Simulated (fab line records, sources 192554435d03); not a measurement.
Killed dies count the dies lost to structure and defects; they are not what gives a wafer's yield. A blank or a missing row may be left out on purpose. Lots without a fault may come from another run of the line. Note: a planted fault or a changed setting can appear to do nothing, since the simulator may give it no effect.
Chamber matching || flow n5_finfet || N5_FIN_SAQP_DESCUM_21 on rie_diel-02 has 4 sister chambers
The step chemistry O2, time 7.9 s. 8 wafers are shown with their chamber, then 7 later ones without.

## WAFERS WITH THEIR CHAMBER
{"wafer": "L078.6", "chamber": 1, "oes_product_au (a.u.)": 0.75, "showerhead_plenum_p_Torr (Torr)": 2.06}
{"wafer": "L083.2", "chamber": 2, "oes_product_au (a.u.)": 0.67, "showerhead_plenum_p_Torr (Torr)": 1.98}
{"wafer": "L083.5", "chamber": 3, "oes_product_au (a.u.)": 0.76, "showerhead_plenum_p_Torr (Torr)": 2.08}
{"wafer": "L084.1", "chamber": 0, "oes_product_au (a.u.)": 0.93, "showerhead_plenum_p_Torr (Torr)": 2.15}
{"wafer": "L084.3", "chamber": 2, "oes_product_au (a.u.)": 0.66, "showerhead_plenum_p_Torr (Torr)": 1.98}
{"wafer": "L084.5", "chamber": 3, "oes_product_au (a.u.)": 0.76, "showerhead_plenum_p_Torr (Torr)": 2.07}
{"wafer": "L085.3", "chamber": 1, "oes_product_au (a.u.)": 0.73, "showerhead_plenum_p_Torr (Torr)": 2.05}
{"wafer": "L085.5", "chamber": 0, "oes_product_au (a.u.)": 0.93, "showerhead_plenum_p_Torr (Torr)": 2.15}

## WAFERS WITH NO CHAMBER GIVEN
{"wafer": "L085.6", "oes_product_au (a.u.)": 0.76, "showerhead_plenum_p_Torr (Torr)": 2.07}
{"wafer": "L089.2", "oes_product_au (a.u.)": 0.91, "showerhead_plenum_p_Torr (Torr)": 2.15}
{"wafer": "L089.4", "oes_product_au (a.u.)": 0.73, "showerhead_plenum_p_Torr (Torr)": 2.05}
{"wafer": "L089.5", "oes_product_au (a.u.)": 0.75, "showerhead_plenum_p_Torr (Torr)": 2.07}
{"wafer": "L090.1", "oes_product_au (a.u.)": 0.91, "showerhead_plenum_p_Torr (Torr)": 2.15}
{"wafer": "L090.4", "oes_product_au (a.u.)": 0.91, "showerhead_plenum_p_Torr (Torr)": 2.15}
{"wafer": "L090.6", "oes_product_au (a.u.)": 0.75, "showerhead_plenum_p_Torr (Torr)": 2.07}

## THE CHAMBER EACH PASSED THROUGH
{"wafer": "L085.6", "from the rows above": 3, "in truth": 3}
{"wafer": "L089.2", "from the rows above": 0, "in truth": 0}
{"wafer": "L089.4", "from the rows above": 1, "in truth": 1}
{"wafer": "L089.5", "from the rows above": "can't be placed: 3 or 1", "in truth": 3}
{"wafer": "L090.1", "from the rows above": 0, "in truth": 0}
{"wafer": "L090.4", "from the rows above": 0, "in truth": 0}
{"wafer": "L090.6", "from the rows above": "can't be placed: 3 or 1", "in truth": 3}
Correctly placed: 5 of 7. These rows do not allow placing 2 (true chamber among the candidates in 2). Placed wrongly: 0.
How it was worked out, from the rows above alone: a wafer's distance from a chamber is the root of the sum, over the readings, of the square of ((its reading less the chamber's mean) divided by the reading's scatter). If the next closest chamber is less than 2 further off than the closest, the wafer can't be placed; otherwise it belongs to the closest. The mean given for a chamber averages the wafers shown for that chamber. The scatter: take each reading less its chamber's mean, square it, sum over the shown wafers, divide by the number of wafers less the number of chambers, and take the root.
